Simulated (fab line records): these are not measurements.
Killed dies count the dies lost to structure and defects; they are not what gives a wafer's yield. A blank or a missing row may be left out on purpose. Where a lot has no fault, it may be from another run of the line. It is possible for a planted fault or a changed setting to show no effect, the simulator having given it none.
Matching of chambers / flow n5 finfet / N5_BEOL_M8_DESCUM_16 on rie diel-06: 4 sister chambers
The step chemistry O2, time 7.9 s. 18 wafers are shown with their chamber, then 9 later ones without.

## WAFERS, EACH WITH ITS CHAMBER
wafer=L074.1; chamber=3; drypump motor current A (A)=5.8; showerhead plenum p Torr (Torr)=2.09; throttle valve pct (%)=20.70
wafer=L074.2; chamber=0; drypump motor current A (A)=4.9; showerhead plenum p Torr (Torr)=2.06; throttle valve pct (%)=20.57
wafer=L074.3; chamber=1; drypump motor current A (A)=5.2; showerhead plenum p Torr (Torr)=2.09; throttle valve pct (%)=20.26
wafer=L076.1; chamber=2; drypump motor current A (A)=6.6; showerhead plenum p Torr (Torr)=2.15; throttle valve pct (%)=20.64
wafer=L076.4; chamber=3; drypump motor current A (A)=5.8; showerhead plenum p Torr (Torr)=2.09; throttle valve pct (%)=20.73
wafer=L076.5; chamber=0; drypump motor current A (A)=4.9; showerhead plenum p Torr (Torr)=2.06; throttle valve pct (%)=20.61
wafer=L078.1; chamber=3; drypump motor current A (A)=5.8; showerhead plenum p Torr (Torr)=2.09; throttle valve pct (%)=20.71
wafer=L078.5; chamber=0; drypump motor current A (A)=4.9; showerhead plenum p Torr (Torr)=2.06; throttle valve pct (%)=20.60
wafer=L078.6; chamber=3; drypump motor current A (A)=5.7; showerhead plenum p Torr (Torr)=2.09; throttle valve pct (%)=20.73
wafer=L077.1; chamber=1; drypump motor current A (A)=5.2; showerhead plenum p Torr (Torr)=2.08; throttle valve pct (%)=20.28
wafer=L077.3; chamber=0; drypump motor current A (A)=4.9; showerhead plenum p Torr (Torr)=2.06; throttle valve pct (%)=20.59
wafer=L077.5; chamber=1; drypump motor current A (A)=5.2; showerhead plenum p Torr (Torr)=2.08; throttle valve pct (%)=20.29
wafer=L085.2; chamber=2; drypump motor current A (A)=6.6; showerhead plenum p Torr (Torr)=2.15; throttle valve pct (%)=20.34
wafer=L085.3; chamber=0; drypump motor current A (A)=4.9; showerhead plenum p Torr (Torr)=2.05; throttle valve pct (%)=20.63
wafer=L085.4; chamber=1; drypump motor current A (A)=5.2; showerhead plenum p Torr (Torr)=2.08; throttle valve pct (%)=20.32
wafer=L089.1; chamber=0; drypump motor current A (A)=4.9; showerhead plenum p Torr (Torr)=2.05; throttle valve pct (%)=20.65
wafer=L089.2; chamber=3; drypump motor current A (A)=5.8; showerhead plenum p Torr (Torr)=2.08; throttle valve pct (%)=20.78
wafer=L089.3; chamber=2; drypump motor current A (A)=6.6; showerhead plenum p Torr (Torr)=2.14; throttle valve pct (%)=20.36

SIGNATURES, as means of the wafers listed above
reading=drypump motor current A; chamber 0=4.900; chamber 1=5.200; chamber 2=6.600; chamber 3=5.780; scatter within a chamber=0.0239
reading=showerhead plenum p Torr; chamber 0=2.0567; chamber 1=2.0825; chamber 2=2.1467; chamber 3=2.0880; scatter within a chamber=0.00504
reading=throttle valve pct; chamber 0=20.6083; chamber 1=20.2875; chamber 2=20.4467; chamber 3=20.7300; scatter within a chamber=0.0687
Rule: a wafer lies at a distance from a chamber equal to the root of the sum of squares, over the readings, of (its reading less the chamber's mean, divided by the reading's scatter). If the next closest chamber is less than 2 further off than the closest, the wafer can't be placed; otherwise it belongs to the closest. The scatter is the square root of a quotient: the sum, over the shown wafers, of each reading's squared deviation from its chamber's mean, divided by wafers minus chambers.

## WAFERS MISSING THEIR CHAMBER
wafer=L090.1; drypump motor current A (A)=5.2; showerhead plenum p Torr (Torr)=2.07; throttle valve pct (%)=20.34
wafer=L090.5; drypump motor current A (A)=5.2; showerhead plenum p Torr (Torr)=2.07; throttle valve pct (%)=20.32
wafer=L090.6; drypump motor current A (A)=4.9; showerhead plenum p Torr (Torr)=2.05; throttle valve pct (%)=20.64
wafer=L091.1; drypump motor current A (A)=5.8; showerhead plenum p Torr (Torr)=2.08; throttle valve pct (%)=20.75
wafer=L091.3; drypump motor current A (A)=6.6; showerhead plenum p Torr (Torr)=2.14; throttle valve pct (%)=20.34
wafer=L091.6; drypump motor current A (A)=6.6; showerhead plenum p Torr (Torr)=2.14; throttle valve pct (%)=20.35
wafer=L095.1; drypump motor current A (A)=4.9; showerhead plenum p Torr (Torr)=2.04; throttle valve pct (%)=20.65
wafer=L095.2; drypump motor current A (A)=5.2; showerhead plenum p Torr (Torr)=2.07; throttle valve pct (%)=20.35
wafer=L095.4; drypump motor current A (A)=5.2; showerhead plenum p Torr (Torr)=2.07; throttle valve pct (%)=20.36

## WHICH CHAMBER EACH WENT THROUGH
wafer=L090.1; from the rows above=1; in truth=1
wafer=L090.5; from the rows above=1; in truth=1
wafer=L090.6; from the rows above=0; in truth=0
wafer=L091.1; from the rows above=3; in truth=3
wafer=L091.3; from the rows above=2; in truth=2
wafer=L091.6; from the rows above=2; in truth=2
wafer=L095.1; from the rows above=0; in truth=0
wafer=L095.2; from the rows above=1; in truth=1
wafer=L095.4; from the rows above=1; in truth=1
Correct placement for 9 of the 9. Left unplaced by these rows: 0. Number placed wrongly: 0.
